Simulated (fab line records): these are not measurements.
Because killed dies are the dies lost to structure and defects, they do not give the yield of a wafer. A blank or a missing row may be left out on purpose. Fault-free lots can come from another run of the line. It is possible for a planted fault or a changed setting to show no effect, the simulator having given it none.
The tool behind it: which one? -- flow n5 finfet -- 72 wafers from 24 lots sampled at 4 of the route's 1938 steps

WHAT EACH GAUGE READ, for each wafer
N5_BEOL_M9_CD_MEAS_35: target cd 70 nm, target cd y 40 nm.
lot,measured,on,cd nm (nm)
L074,day 9 17:11,cd sem-01,70.1 69.7 70.6
L075,day 10 03:19,cd sem-03,70.2 70.4 70.1
L077,day 10 13:53,cd sem-03,70.5 69.9 70.1
L076,day 10 14:10,cd sem-01,69.5 69.5 69.5
L078,day 10 23:19,cd sem-02,69.9 70.5 69.4
L079,day 11 01:02,cd sem-01,70.0 68.9 69.5
L080,day 11 07:05,cd sem-01,69.7 70.3 69.6
L081,day 11 10:49,cd sem-03,69.9 69.3 69.8
L083,day 11 16:31,cd sem-03,70.1 69.6 70.4
L082,day 11 16:42,cd sem-01,70.8 70.3 70.5
L084,day 12 04:41,cd sem-01,69.5 69.5 69.6
L085,day 12 16:47,cd sem-01,70.2 70.5 71.2
L086,day 12 19:31,cd sem-01,69.9 69.7 70.1
L087,day 13 02:43,cd sem-02,69.5 70.0 69.9
L089,day 13 09:31,cd sem-02,69.6 70.2 70.2
L090,day 13 17:43,cd sem-02,68.7 69.8 69.2
L088,day 13 20:11,cd sem-02,69.1 70.7 70.2
L093,day 14 02:08,cd sem-01,69.3 69.9 69.9
L091,day 14 09:31,cd sem-03,69.7 70.1 69.8
L092,day 14 12:19,cd sem-03,69.6 70.0 68.6
L094,day 14 14:38,cd sem-01,69.7 69.4 69.6
L095,day 14 22:44,cd sem-01,69.1 69.4 69.7
L096,day 15 16:01,cd sem-03,68.6 69.4 69.2
L097,day 16 01:51,cd sem-03,68.6 69.6 69.6

N5_BEOL_M10_CD_MEAS_18: pitch 140 nm, target cd 70 nm.
lot,measured,on,cd nm (nm)
L074,day 10 01:52,cd sem-01,70.9 70.5 69.8
L075,day 10 10:34,cd sem-03,70.1 70.2 69.9
L077,day 10 20:07,cd sem-03,69.8 69.6 70.1
L076,day 10 21:53,cd sem-01,70.2 69.8 69.9
L078,day 11 03:51,cd sem-01,69.4 70.3 69.7
L079,day 11 04:43,cd sem-03,69.6 70.1 70.7
L080,day 11 12:29,cd sem-03,71.6 70.3 71.1
L081,day 11 15:54,cd sem-01,70.0 70.6 70.6
L083,day 11 23:06,cd sem-03,70.9 70.5 70.6
L082,day 11 23:37,cd sem-01,70.1 69.7 70.1
L084,day 12 11:45,cd sem-03,69.9 69.8 69.4
L085,day 12 21:54,cd sem-03,69.5 69.6 70.6
L086,day 13 02:46,cd sem-03,70.1 70.0 70.0
L087,day 13 08:10,cd sem-01,70.5 70.5 71.8
L089,day 13 15:42,cd sem-02,70.2 69.7 68.9
L090,day 13 21:56,cd sem-03,70.1 70.1 69.5
L088,day 14 00:50,cd sem-03,70.6 70.3 71.1
L093,day 14 07:17,cd sem-01,71.1 71.0 70.1
L091,day 14 16:01,cd sem-02,69.0 69.6 69.9
L092,day 14 20:10,cd sem-03,70.2 70.8 70.5
L094,day 14 20:18,cd sem-03,70.2 70.2 70.4
L095,day 15 03:34,cd sem-01,71.4 70.1 70.1
L096,day 15 20:24,cd sem-02,71.0 70.6 69.9
L097,day 16 08:23,cd sem-01,69.5 70.8 70.2

N5_BEOL_M10_OVL_MEAS_29.
lot,measured,on,V9_OVL (nm)
L074,day 10 02:35,overlay-02,2.2 -0.1 2.0
L075,day 10 11:44,overlay-01,0.4 0.7 0.5
L077,day 10 20:26,overlay-02,1.3 -0.3 0.8
L076,day 10 22:38,overlay-02,-0.3 0.4 1.4
L078,day 11 06:20,overlay-02,-0.4 -0.7 -0.5
L079,day 11 06:30,overlay-01,0.2 1.6 1.3
L080,day 11 12:55,overlay-01,-0.7 0.0 1.0
L081,day 11 17:35,overlay-01,0.6 1.4 0.9
L083,day 11 23:32,overlay-02,3.0 0.8 2.2
L082,day 12 00:06,overlay-02,1.8 0.5 1.3
L084,day 12 14:47,overlay-01,0.2 0.3 1.4
L085,day 13 02:07,overlay-01,2.3 1.7 2.6
L086,day 13 03:37,overlay-02,0.3 0.9 -0.2
L087,day 13 08:43,overlay-01,0.3 1.1 0.7
L089,day 13 17:10,overlay-02,-0.1 0.0 -0.2
L090,day 13 22:16,overlay-01,0.5 -0.1 -0.1
L088,day 14 01:35,overlay-01,-0.8 0.1 1.1
L093,day 14 08:59,overlay-01,0.0 0.3 -0.3
L091,day 14 18:19,overlay-02,1.0 -0.6 -1.0
L092,day 14 22:22,overlay-02,-0.2 1.8 1.4
L094,day 14 22:11,overlay-02,0.8 -0.1 0.7
L095,day 15 03:58,overlay-01,2.1 0.5 1.4
L096,day 15 21:07,overlay-01,0.9 0.3 0.7
L097,day 16 09:59,overlay-02,1.5 0.9 1.4

N5_BEOL_M10_INSPECT_30: inspects for defects (brightfield).
lot,measured,on,raw defect count
L074,day 10 02:37,defect inspect-01,312 388 436
L075,day 10 11:46,defect inspect-02,289 295 272
L077,day 10 20:28,defect inspect-02,382 376 262
L076,day 10 22:40,defect inspect-02,223 292 427
L078,day 11 06:22,defect inspect-02,658 354 469
L079,day 11 06:32,defect inspect-01,352 296 495
L080,day 11 12:56,defect inspect-02,383 423 310
L081,day 11 17:37,defect inspect-02,388 292 349
L083,day 11 23:34,defect inspect-02,357 420 379
L082,day 12 00:08,defect inspect-02,435 298 400
L084,day 12 14:48,defect inspect-01,370 291 331
L085,day 13 02:08,defect inspect-01,429 408 386
L086,day 13 03:38,defect inspect-01,424 422 639
L087,day 13 08:45,defect inspect-02,335 273 311
L089,day 13 17:11,defect inspect-02,529 392 409
L090,day 13 22:17,defect inspect-02,578 423 471
L088,day 14 01:37,defect inspect-02,442 345 489
L093,day 14 09:01,defect inspect-01,387 306 362
L091,day 14 18:20,defect inspect-01,371 247 645
L092,day 14 22:24,defect inspect-01,399 327 341
L094,day 14 22:13,defect inspect-01,301 357 335
L095,day 15 03:59,defect inspect-01,518 347 408
L096,day 15 21:08,defect inspect-02,273 316 317
L097,day 16 10:00,defect inspect-01,187 224 213

WHICH TOOL RAN EACH LOT (tool, then ch and the chambers of the sampled wafers, then the start)
Record: no process step prior to these readings.

WHAT THE TOOLS THEMSELVES READ (means of the sampled wafers that have a number; where no wafer has one, the mark that the record gives instead)
The record holds no such reading with a usual standard deviation.

THE ANSWER, worked out from the rows above alone
Rule: the lots themselves supply what counts as usual. The widest of any qualifying gaps counts: lots, ordered by their means at a reading, are off when they make up no more than a third of the lots, leave a main group of 4 or more, and stand apart from it by 3 or more times the standard deviation of that group's means. Not used: any main group whose means are identical at the precision the tables above print for the reading. A lot without any number at a reading at which 4 lots or more have one is off too. Where the step has rows for the other lots, those lots are counted as sound. First the gauges in route order, then the tools' own readings, where a lot's mean is used as printed above. At the first step where some lot is off, the reading lying furthest off is the one used; lots without a number count as furthest.
None of the lots is off at any reading shown; this tells nothing.

WHAT THE SIMULATOR HAD PUT IN
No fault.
